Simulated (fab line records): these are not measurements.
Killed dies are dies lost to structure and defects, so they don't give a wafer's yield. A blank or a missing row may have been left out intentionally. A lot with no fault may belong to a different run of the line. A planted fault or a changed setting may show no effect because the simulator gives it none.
Which tool is to blame? ; flow nand-harc ; Sampling: 11 lots, 32 wafers, 6 of 1159 route steps

== WHAT THE GAUGES SHOWED, per wafer ==
NHARC_P_M2_CD_MEAS_09 targets a cd of 170 nm. Usual: cd-nm 170.5 nm, standard deviation 0.69.
lot;measured;on;cd-nm (nm);flag
L641;day 6 05:03;cd-sem-02;169.1 170.8 170.2;
L643;day 6 14:22;cd-sem-01;170.6 170.8 170.7;
L644;day 7 06:09;cd-sem-02;171.3 169.6 169.7;
L646;day 7 12:23;cd-sem-02;170.6 170.3 170.7;
L647;day 7 20:01;cd-sem-01;170.7 169.8 171.7;
L649;day 8 00:57;cd-sem-02;170.0 170.2 171.0;
L652;day 9 07:19;cd-sem-01;170.8 171.0;
L655;day 9 22:46;cd-sem-01;170.4 171.0 169.8;
L656;day 9 23:45;cd-sem-03;170.8 171.0 170.5;
L658;day 10 14:21;cd-sem-03;171.6 170.8 171.2;
L664;day 11 23:37;cd-sem-03;172.2 170.3 171.6;

NHARC_P_BONDPAD_CD_MEAS_09 targets a cd of 500 nm. Usual: cd-nm 499.6 nm, standard deviation 2.5.
lot;measured;on;cd-nm (nm);flag
L641;day 6 09:31;cd-sem-01;496.6 497.6 501.1;
L643;day 6 19:13;cd-sem-03;497.4 499.9 497.7;
L644;day 7 10:47;cd-sem-02;501.1 497.9 499.4;
L646;day 7 17:24;cd-sem-03;497.8 502.2 498.1;
L647;day 8 00:34;cd-sem-02;498.7 502.4 495.5;
L649;day 8 05:31;cd-sem-01;499.8 498.2 503.9;
L652;day 9 12:25;cd-sem-03;510.6 513.7;OFF
L655;day 10 03:59;cd-sem-01;502.6 496.8 500.4;
L656;day 10 04:24;cd-sem-02;504.2 495.8 499.9;
L658;day 10 21:58;cd-sem-03;502.1 503.1 496.5;
L664;day 12 04:22;cd-sem-03;498.0 496.5 496.1;

NHARC_END_SORT_01. Usual: defect-limited-yield 95.4 %, standard deviation 1.7; killed-at-array 27, standard deviation 12; killed-at-other 0.9, standard deviation 1.1; killed-at-periphery 3.2, standard deviation 2.4; killed-dies 31, standard deviation 12; killed-open 3.3, standard deviation 1.7; killed-short 2.0, standard deviation 1.6; sort_bin_2_pct 1.5 %, standard deviation 0.74; sort_bin_3_pct 0.25 %, standard deviation 0.22; sort_bin_4_pct 2.9 %, standard deviation 1.1; sort-n-pass 646, standard deviation 12; sort-rim-yield-pct 97.2 %, standard deviation 1.8; sort-yield-pct 95.4 %, standard deviation 1.7.
lot;measured;on;defect-limited-yield (%);killed-at-array;killed-at-other;killed-at-periphery;killed-dies;killed-open;killed-short;sort_bin_2_pct (%);sort_bin_3_pct (%);sort_bin_4_pct (%);sort-n-pass;sort-rim-yield-pct (%);sort-yield-pct (%);flag
L647;day 24 11:29;prober-02;97.3 96.9 96.6;11 15 12;0 2 1;7 4 10;18 21 23;3 4 4;2 1 1;0.7 1.0 1.3;0 0 0.15;1.9 2.1 1.9;659 656 654;98.1 98.1 98.1;97.3 96.9 96.6;

== WHAT TOOL EACH LOT RAN ON (gives the tool, then ch and the chambers of the sampled wafers, and finally the start) ==
lot;NHARC_P_BONDPAD_DEP_00;NHARC_P_BONDPAD_EXPOSE_06;NHARC_P_BONDPAD_ETCH_24
L641;pecvd-01 ch 0,1,2, day 6 09:22 or earlier;krf-scanner-03 ch 0, day 6 09:22;rie-diel-04 ch 1,3, no start
L643;pecvd-04 ch 1,2, day 6 17:51;krf-scanner-02 ch 0, day 6 19:04;rie-diel-12 ch 0,2, no start
L644;pecvd-04 ch 0,2, day 7 09:33;krf-scanner-01 ch 0, day 7 10:38;rie-diel-04 ch 2,3, no start
L646;pecvd-01 ch 1,2, day 7 16:11;krf-scanner-02 ch 0, day 7 17:15;rie-diel-07 ch 0,1,2, no start
L647;pecvd-01 ch 0,1,2, day 7 23:23;krf-scanner-01 ch 0, day 8 00:25;rie-diel-04 ch 2,3, day 24 11:29 or earlier
L649;pecvd-04 ch 0,1, day 8 04:23;krf-scanner-03 ch 0, day 8 05:23;rie-diel-04 ch 0,3, no start
L652;pecvd-01 ch 1,2, day 9 11:23;krf-scanner-03 ch 0, day 9 12:16;rie-diel-04 ch 0,2, no start
L655;pecvd-03 ch 0,1, day 10 02:56;krf-scanner-02 ch 0, day 10 03:50;rie-diel-04 ch 0,2, no start
L656;pecvd-01 ch 0,1,2, day 10 04:15 or earlier;krf-scanner-02 ch 0, day 10 04:15;rie-diel-04 ch 1,2, no start
L658;pecvd-04 ch 0,1,2, day 10 18:01;krf-scanner-02 ch 0, day 10 21:49;rie-diel-07 ch 0,1,3, no start
L664;pecvd-04 ch 1,2, day 12 04:13 or earlier;krf-scanner-01 ch 0, day 12 04:13;rie-diel-12 ch 1,3, no start
- NHARC_P_BONDPAD_DEP_00: deposits SiCN, target thk 250 nm.
- NHARC_P_BONDPAD_EXPOSE_06: exposes mask P BPAD.
- NHARC_P_BONDPAD_ETCH_24: etches the open film in CF4/N2, target depth 30 nm, time 72.99 s.

== AS READ BY THE TOOLS THEMSELVES (means over the sampled wafers that have a number; for cases with no such wafer, the mark the record gives instead) ==
NHARC_P_BONDPAD_DEP_00. Usual: chamber-pressure-Torr 3.000 Torr, standard deviation 0.0057; heater-power-w 594 W, standard deviation 69.
lot;tool;chamber-pressure-Torr (Torr);heater-power-w (W);flag
L641;pecvd-01;3.002;645;
L643;pecvd-04;3.001;526;
L644;pecvd-04;3.003;549;
L646;pecvd-01;2.999;605;
L647;pecvd-01;2.997;664;
L649;pecvd-04;2.998;526;
L652;pecvd-01;2.998;712;
L655;pecvd-03;2.997;639;
L656;pecvd-01;3.004;659;
L658;pecvd-04;2.992;591;
L664;pecvd-04;2.996;580;

NHARC_P_BONDPAD_EXPOSE_06. Usual: exposure-dose-mJ-cm2 37.05, standard deviation 0.036.
lot;tool;exposure-dose-mJ-cm2;flag
L641;krf-scanner-03;37.05;
L643;krf-scanner-02;37.03;
L644;krf-scanner-01;37.07;
L646;krf-scanner-02;37.06;
L647;krf-scanner-01;37.03;
L649;krf-scanner-03;37.06;
L652;krf-scanner-03;50.16;OFF
L655;krf-scanner-02;37.04;
L656;krf-scanner-02;37.01;
L658;krf-scanner-02;37.01;
L664;krf-scanner-01;37.05;

NHARC_P_BONDPAD_ETCH_24. Usual: drypump-motor-current-A 5.6 A, standard deviation 0.6; oes-product-au 1.007 a.u., standard deviation 0.013; rf-vpp-V 314.6 V, standard deviation 1.9; showerhead-plenum-p-Torr 2.65 Torr, standard deviation 0.095; throttle-valve-pct 19.793 %, standard deviation 0.0088.
lot;tool;drypump-motor-current-A (A);oes-product-au (a.u.);rf-vpp-V (V);showerhead-plenum-p-Torr (Torr);throttle-valve-pct (%);flag
L641;rie-diel-04;5.5;0.995;313.4;2.62;19.793;
L643;rie-diel-12;6.1;1.004;316.6;2.73;19.792;
L644;rie-diel-04;5.7;0.999;315.6;2.74;19.787;
L646;rie-diel-07;5.8;0.992;313.8;2.63;19.786;
L647;rie-diel-04;6.1;1.000;316.0;2.71;19.792;
L649;rie-diel-04;5.7;1.006;313.2;2.57;19.791;
L652;rie-diel-04;5.3;1.018;314.4;2.64;19.804;
L655;rie-diel-04;5.3;1.009;314.0;2.60;19.791;
L656;rie-diel-04;5.1;1.010;314.5;2.64;19.788;
L658;rie-diel-07;5.7;1.003;314.4;2.64;19.799;
L664;rie-diel-12;5.9;1.001;316.6;2.71;19.800;

== THE ANSWER, worked out from the rows above alone ==
Rule: take the mean of a lot's wafers that have a number; if it is more than 3 standard deviations from the usual mean, the lot is off. Also off: a lot with no number at a reading for which 4 or more lots have one. The other lots that the step has rows for count as sound. First the gauges in route order, then the tools' own readings, where a lot's mean is used as printed above. The first step at which some lot is off is used, and at that step the reading that is off furthest; a lot without a number counts as furthest.
Off, at NHARC_P_BONDPAD_CD_MEAS_09 on cd-nm: L652.
A tool fits if, at a process step before that reading, it ran every lot that is off, and no sound lot after the first of them. Not tried: the gauges at NHARC_P_BONDPAD_CD_MEAS_09; whatever is off there is also off at NHARC_P_BONDPAD_EXPOSE_06, on other tools, and gauge error can't account for it. NHARC_P_BONDPAD_DEP_00 gives no start for some lots, so the hours and the order of its lots are those of NHARC_P_BONDPAD_EXPOSE_06. One candidate fits, namely krf-scanner-03 at NHARC_P_BONDPAD_EXPOSE_06. A fault onset in the window from L649 (day 8 05:23, its last sound lot) to L652 (day 9 12:16, its first lot off) fits.
The tool's own readings at NHARC_P_BONDPAD_EXPOSE_06 bear it out: on the lots that are off they differ by more than 5 times the standard deviation of the sound lots' means. exposure-dose-mJ-cm2 reads 50.16 there against 37.04 on the sound lots.

== WHAT THE SIMULATOR HAD PUT IN ==
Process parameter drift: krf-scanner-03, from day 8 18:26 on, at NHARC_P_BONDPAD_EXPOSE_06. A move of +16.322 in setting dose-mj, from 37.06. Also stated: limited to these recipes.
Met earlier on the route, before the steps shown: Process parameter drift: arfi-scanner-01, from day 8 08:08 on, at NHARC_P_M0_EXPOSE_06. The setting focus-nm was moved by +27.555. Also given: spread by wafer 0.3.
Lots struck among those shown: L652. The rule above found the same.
